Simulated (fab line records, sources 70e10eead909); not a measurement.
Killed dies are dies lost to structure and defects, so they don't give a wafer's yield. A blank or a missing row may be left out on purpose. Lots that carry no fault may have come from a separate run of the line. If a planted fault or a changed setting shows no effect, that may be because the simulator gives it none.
Which of the tools did it? | flow nandHarc | Sampling: 12 lots, 36 wafers, 4 of 1159 route steps

WHAT THE GAUGES READ, wafer by wafer
NHARC_END_WLT_00. Usual: VT_DECK1_BOTTOM 0.873, standard deviation 0.0067; VT_DECK1_BOTTOM_INNER 0.871, standard deviation 0.0066; VT_DECK1_MEDIAN_NEAR_BOTTOM 0.873, standard deviation 0.0065; VT_DECK1_MEDIAN_NEAR_BOTTOM_INNER 0.873, standard deviation 0.0067; VT_DECK1_MIDDLE 0.884, standard deviation 0.0062; VT_DECK1_MIDDLE_INNER 0.883, standard deviation 0.0066; VT_DECK1_TOP 0.894, standard deviation 0.0064; VT_DECK1_TOP_INNER 0.895, standard deviation 0.0064.
lot  | measured     | on        | VT_DECK1_BOTTOM   | VT_DECK1_BOTTOM_INNER | VT_DECK1_MEDIAN_NEAR_BOTTOM | VT_DECK1_MEDIAN_NEAR_BOTTOM_INNER | VT_DECK1_MIDDLE   | VT_DECK1_MIDDLE_INNER | VT_DECK1_TOP      | VT_DECK1_TOP_INNER | flag
L504 | day 19 14:12 | prober-01 | 0.879 0.870 0.865 | 0.872 0.867 0.870     | 0.872 0.874 0.867           | 0.873 0.878 0.871                 | 0.885 0.884 0.884 | 0.879 0.884 0.882     | 0.894 0.891 0.896 | 0.907 0.902 0.890  | 
L506 | day 19 13:43 | prober-02 | 0.863 0.872 0.869 | 0.875 0.872 0.865     | 0.873 0.876 0.867           | 0.875 0.869 0.868                 | 0.883 0.875 0.888 | 0.876 0.875 0.884     | 0.895 0.889 0.886 | 0.888 0.897 0.890  | 
L508 | day 19 21:34 | prober-01 | 0.869 0.879 0.866 | 0.875 0.883 0.863     | 0.871 0.872 0.883           | 0.876 0.876 0.876                 | 0.885 0.891 0.886 | 0.884 0.886 0.875     | 0.887 0.897 0.898 | 0.895 0.900 0.893  | 
L507 | day 20 05:45 | prober-02 | 0.872 0.873 0.869 | 0.867 0.877 0.873     | 0.858 0.872 0.870           | 0.864 0.871 0.873                 | 0.878 0.876 0.878 | 0.880 0.885 0.876     | 0.890 0.891 0.881 | 0.894 0.893 0.890  | 
L510 | day 21 00:07 | prober-01 | 0.884 0.877 0.868 | 0.878 0.870 0.868     | 0.884 0.867 0.874           | 0.881 0.871 0.870                 | 0.893 0.884 0.886 | 0.890 0.891 0.893     | 0.899 0.885 0.899 | 0.896 0.888 0.889  | 
L511 | day 20 23:37 | prober-02 | 0.867 0.873 0.873 | 0.866 0.866 0.869     | 0.869 0.870 0.865           | 0.868 0.864 0.869                 | 0.881 0.884 0.876 | 0.881 0.882 0.883     | 0.897 0.885 0.887 | 0.877 0.888 0.882  | 
L515 | day 22 04:49 | prober-02 | 0.872 0.870 0.875 | 0.872 0.880 0.868     | 0.876 0.877 0.870           | 0.869 0.869 0.876                 | 0.885 0.883 0.899 | 0.884 0.878 0.888     | 0.899 0.894 0.890 | 0.893 0.891 0.899  | 
L519 | day 23 05:17 | prober-02 | 0.869 0.866 0.868 | 0.868 0.872 0.875     | 0.877 0.870 0.871           | 0.869 0.866 0.867                 | 0.878 0.873 0.876 | 0.881 0.878 0.883     | 0.884 0.890 0.888 | 0.885 0.893 0.885  | 
L521 | day 23 13:34 | prober-02 | 0.870 0.879 0.872 | 0.868 0.875 0.870     | 0.871 0.869 0.869           | 0.870 0.875 0.875                 | 0.883 0.886 0.879 | 0.884 0.887 0.884     | 0.896 0.905 0.896 | 0.884 0.897 0.899  | 
L520 | day 23 14:34 | prober-01 | 0.878 0.885 0.884 | 0.881 0.877 0.880     | 0.876 0.886 0.882           | 0.876 0.881 0.886                 | 0.891 0.889 0.899 | 0.894 0.895 0.897     | 0.897 0.904 0.907 | 0.902 0.899 0.903  | 
L522 | day 24 19:07 | prober-01 | 0.868 0.870 0.875 | 0.866 0.870 0.866     | 0.878 0.867 0.868           | 0.877 0.869 0.875                 | 0.888 0.883 0.888 | 0.889 0.874 0.875     | 0.889 0.896 0.888 | 0.897 0.901 0.895  | 
L525 | day 24 22:57 | prober-02 | 0.882 0.878 0.875 | 0.881 0.876 0.872     | 0.873 0.880 0.880           | 0.875 0.882 0.878                 | 0.879 0.888 0.889 | 0.886 0.894 0.891     | 0.898 0.899 0.897 | 0.898 0.902 0.898  | 

NHARC_END_SORT_01. Usual: killedAtArray 28, standard deviation 12; killedAtOther 0.8, standard deviation 1.1; killedAtPeriphery 3.6, standard deviation 2.3; killedDies 32, standard deviation 12; killedOpen 3.4, standard deviation 1.9; killedShort 2.0, standard deviation 1.3.
lot  | measured     | on        | killedAtArray | killedAtOther | killedAtPeriphery | killedDies | killedOpen | killedShort | flag
L519 | day 23 08:17 | prober-02 | 53 127 42     | 2 3 1         | 4 7 4             | 59 137 47  | 3 3 4      | 2 3 3       | OFF

TOOL THAT RAN EACH LOT (tool first, then ch and the chambers of the sampled wafers, then the start)
lot  | NHARC_A_SGD_CUT_ETCH_15           | NHARC_A_M1_PVD_21
L504 | rieDiel-12 ch 0,2,3, day 14 05:12 | pvdSputter-03, day 19 14:12 or earlier
L506 | rieDiel-04 ch 1,2,3, day 14 05:39 | pvdSputter-03, day 19 13:43 or earlier
L508 | rieDiel-01 ch 0,1,2, day 14 10:08 | pvdSputter-01, day 19 21:34 or earlier
L507 | rieDiel-12 ch 0,1,3, day 14 22:08 | pvdSputter-02, day 20 05:45 or earlier
L510 | rieDiel-12 ch 0,1,3, day 15 13:13 | pvdSputter-02, day 21 00:07 or earlier
L511 | rieDiel-12 ch 0,2,3, day 16 07:33 | pvdSputter-03, day 20 23:37 or earlier
L515 | rieDiel-04 ch 0,1,3, day 16 20:27 | pvdSputter-01, day 22 04:49 or earlier
L519 | rieDiel-12 ch 1,2,3, day 17 18:46 | pvdSputter-02, day 23 05:17 or earlier
L521 | rieDiel-04 ch 0,3, day 18 07:23   | pvdSputter-02, day 23 13:34 or earlier
L520 | rieDiel-04 ch 1,2,3, day 18 07:54 | pvdSputter-03, day 23 14:34 or earlier
L522 | rieDiel-04 ch 0,1,3, day 19 16:46 | pvdSputter-02, day 24 19:07 or earlier
L525 | rieDiel-01 ch 0,3, day 19 16:53   | pvdSputter-01, day 24 22:57 or earlier
- NHARC_A_SGD_CUT_ETCH_15: etches the open film in CH3F/O2, target depth 75 nm, time 64.3 s.
- NHARC_A_M1_PVD_21: deposits Cu, target thk 30 nm, time 20.49 s.

WHAT THE TOOLS THEMSELVES READ (means of the sampled wafers that have a number; where no wafer has one, the mark that the record gives instead)
NHARC_A_SGD_CUT_ETCH_15. Usual: drypumpMotorCurrentA 5.7 A, standard deviation 0.45; oesProductAu 0.968 a.u., standard deviation 0.017; rfVppV 264.2 V, standard deviation 1.4; showerheadPlenumPTorr 2.48 Torr, standard deviation 0.077; throttleValvePct 20.663 %, standard deviation 0.0096.
lot  | tool       | drypumpMotorCurrentA (A) | oesProductAu (a.u.) | rfVppV (V) | showerheadPlenumPTorr (Torr) | throttleValvePct (%) | flag
L504 | rieDiel-12 | 5.6                      | 0.975               | 264.0      | 2.45                         | 20.663               | 
L506 | rieDiel-04 | 5.6                      | 0.959               | 263.8      | 2.48                         | 20.681               | 
L508 | rieDiel-01 | 5.9                      | 0.978               | 264.7      | 2.56                         | 20.662               | 
L507 | rieDiel-12 | 5.4                      | 0.932               | 265.1      | 2.52                         | 20.669               | 
L510 | rieDiel-12 | 5.4                      | 0.968               | 265.2      | 2.52                         | 20.667               | 
L511 | rieDiel-12 | 5.5                      | 0.980               | 263.0      | 2.45                         | 20.665               | 
L515 | rieDiel-04 | 5.8                      | 0.977               | 263.5      | 2.47                         | 20.661               | 
L519 | rieDiel-12 | 5.5                      | 0.976               | 263.8      | 2.46                         | 20.659               | 
L521 | rieDiel-04 | 5.8                      | 0.983               | 264.2      | 2.46                         | 20.663               | 
L520 | rieDiel-04 | 5.6                      | 0.957               | 264.4      | 2.48                         | 20.666               | 
L522 | rieDiel-04 | 5.8                      | 0.956               | 264.5      | 2.47                         | 20.661               | 
L525 | rieDiel-01 | 5.5                      | 0.972               | 262.8      | 2.36                         | 20.670               | 

NHARC_A_M1_PVD_21. Usual: cathodeDcPowerW 5000.0 W, standard deviation 0.92; throttleValvePct 29.6 %, standard deviation 1.1.
lot  | tool          | cathodeDcPowerW (W) | throttleValvePct (%) | flag
L504 | pvdSputter-03 | 4999.7              | 28.5                 | 
L506 | pvdSputter-03 | 5000.0              | 28.8                 | 
L508 | pvdSputter-01 | 5001.1              | 29.7                 | 
L507 | pvdSputter-02 | 4999.7              | 29.4                 | 
L510 | pvdSputter-02 | 4999.1              | 29.9                 | 
L511 | pvdSputter-03 | 4999.3              | 28.7                 | 
L515 | pvdSputter-01 | 4999.8              | 29.8                 | 
L519 | pvdSputter-02 | 4999.5              | 28.9                 | 
L521 | pvdSputter-02 | 4999.9              | 29.1                 | 
L520 | pvdSputter-03 | 5000.0              | 29.4                 | 
L522 | pvdSputter-02 | 5000.2              | 30.0                 | 
L525 | pvdSputter-01 | 5000.1              | 29.9                 | 

THE ANSWER, worked out from the rows above alone
Rule: a lot counts as off when the mean over its wafers that have a number is more than 3 standard deviations away from the usual mean. A lot without any number at a reading at which 4 lots or more have one is off too. Where the step has rows for the other lots, those lots are counted as sound. The gauges are gone through in route order, then the tools' own readings, and for those a lot's mean is taken as printed above. At the first step where some lot is off, the reading lying furthest off is the one used; lots without a number count as furthest.
Off: L519 (NHARC_END_SORT_01, killedDies). Neither off nor sound, because the step has no rows for them: L504, L506, L508, L507, L510, L511, L515, L521, L520, L522, L525.
If a tool, at a process step before that reading, ran all the lots that are off and no sound lot after the first of them, it fits. The gauges at NHARC_END_SORT_01 are tried like those tools. With no start given for some of its lots, NHARC_A_M1_PVD_21 uses the hours and lot order of NHARC_END_WLT_00. Can't be told from this: 3 tools fit, rieDiel-12 at NHARC_A_SGD_CUT_ETCH_15, pvdSputter-02 at NHARC_A_M1_PVD_21, prober-02 at NHARC_END_SORT_01.

WHAT THE SIMULATOR PUT IN
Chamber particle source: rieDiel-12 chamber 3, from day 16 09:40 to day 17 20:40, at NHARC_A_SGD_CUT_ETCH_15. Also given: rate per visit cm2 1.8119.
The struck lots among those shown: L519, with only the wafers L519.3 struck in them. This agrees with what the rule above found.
